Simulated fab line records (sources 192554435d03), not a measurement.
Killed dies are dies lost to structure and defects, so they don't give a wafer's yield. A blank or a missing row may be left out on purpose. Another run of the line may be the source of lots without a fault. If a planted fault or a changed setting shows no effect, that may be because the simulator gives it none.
Chamber matching + flow n5-finfet + N5_MOL_CONTACT_COAG_CO_FILL_22 on cvd-co-02: 3 sister chambers
The step material Co, precursor CCTBA/H2, target thk 20 nm. 22 wafers are shown with their chamber, then 11 later ones without.

== WAFERS PAIRED WITH THEIR CHAMBERS ==
| wafer  | chamber | heater-power-w (W) | susceptor-temp-C (C) |
|--------|---------|--------------------|----------------------|
| L074.1 | 1       | 295                | 200.19               |
| L074.4 | 0       | 273                | 199.92               |
| L074.5 | 1       | 306                | 199.91               |
| L076.1 | 0       | 277                | 199.71               |
| L076.2 | 1       | 299                | 199.94               |
| L076.4 | 2       | 227                | 200.04               |
| L081.2 | 2       | 225                | 199.93               |
| L081.3 | 2       | 222                | 199.90               |
| L081.4 | 0       | 279                | 199.96               |
| L084.2 | 2       | 222                | 200.17               |
| L084.4 | 1       | 271                | 200.10               |
| L084.5 | 2       | 221                | 200.14               |
| L085.1 | 1       | 276                | 200.12               |
| L085.3 | 2       | 221                | 199.99               |
| L085.5 | 2       | 221                | 199.98               |
| L087.1 | 0       | 273                | 200.30               |
| L087.3 | 1       | 275                | 199.49               |
| L087.6 | 2       | 227                | 200.15               |
| L088.1 | 2       | 227                | 200.13               |
| L088.4 | 2       | 224                | 200.39               |
| L088.6 | 0       | 274                | 199.99               |
| L091.2 | 1       | 269                | 199.95               |

SIGNATURES, as means of the wafers listed above
| reading          | chamber 0 | chamber 1 | chamber 2 | scatter within a chamber |
|------------------|-----------|-----------|-----------|--------------------------|
| heater-power-w   | 275.20    | 284.43    | 223.70    | 8.76                     |
| susceptor-temp-C | 199.9760  | 199.9571  | 200.0820  | 0.191                    |
Rule: for each reading, subtract the chamber's mean from the wafer's reading, divide by that reading's scatter and square the result; add these up over the readings and take the root, which gives the wafer's distance from the chamber. The wafer belongs to the nearest chamber; if the next one is less than 2 further off, it can't be placed. The scatter: the root of (the sum of the squares of (reading less its chamber's mean) over the shown wafers, divided by (wafers less chambers)).

== WAFERS WHOSE CHAMBER IS MISSING ==
| wafer  | heater-power-w (W) | susceptor-temp-C (C) |
|--------|--------------------|----------------------|
| L091.5 | 275                | 199.97               |
| L091.6 | 271                | 200.08               |
| L094.1 | 275                | 200.06               |
| L094.5 | 269                | 199.72               |
| L094.6 | 230                | 200.22               |
| L095.3 | 265                | 200.20               |
| L095.4 | 226                | 199.89               |
| L095.6 | 278                | 199.76               |
| L097.1 | 275                | 199.76               |
| L097.3 | 274                | 200.25               |
| L097.5 | 277                | 200.03               |

== EACH ONE'S CHAMBER ==
| wafer  | from the rows above     | in truth |
|--------|-------------------------|----------|
| L091.5 | can't be placed: 0 or 1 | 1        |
| L091.6 | can't be placed: 0 or 1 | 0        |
| L094.1 | can't be placed: 0 or 1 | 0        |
| L094.5 | can't be placed: 0 or 1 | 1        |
| L094.6 | 2                       | 2        |
| L095.3 | can't be placed: 0 or 1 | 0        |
| L095.4 | 2                       | 2        |
| L095.6 | can't be placed: 0 or 1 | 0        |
| L097.1 | can't be placed: 0 or 1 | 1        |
| L097.3 | can't be placed: 0 or 1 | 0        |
| L097.5 | can't be placed: 0 or 1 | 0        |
2 of 11 placed correctly. Cannot be placed on the basis of these rows: 9; the candidates contain the true chamber in 9. Placed wrongly: 0.
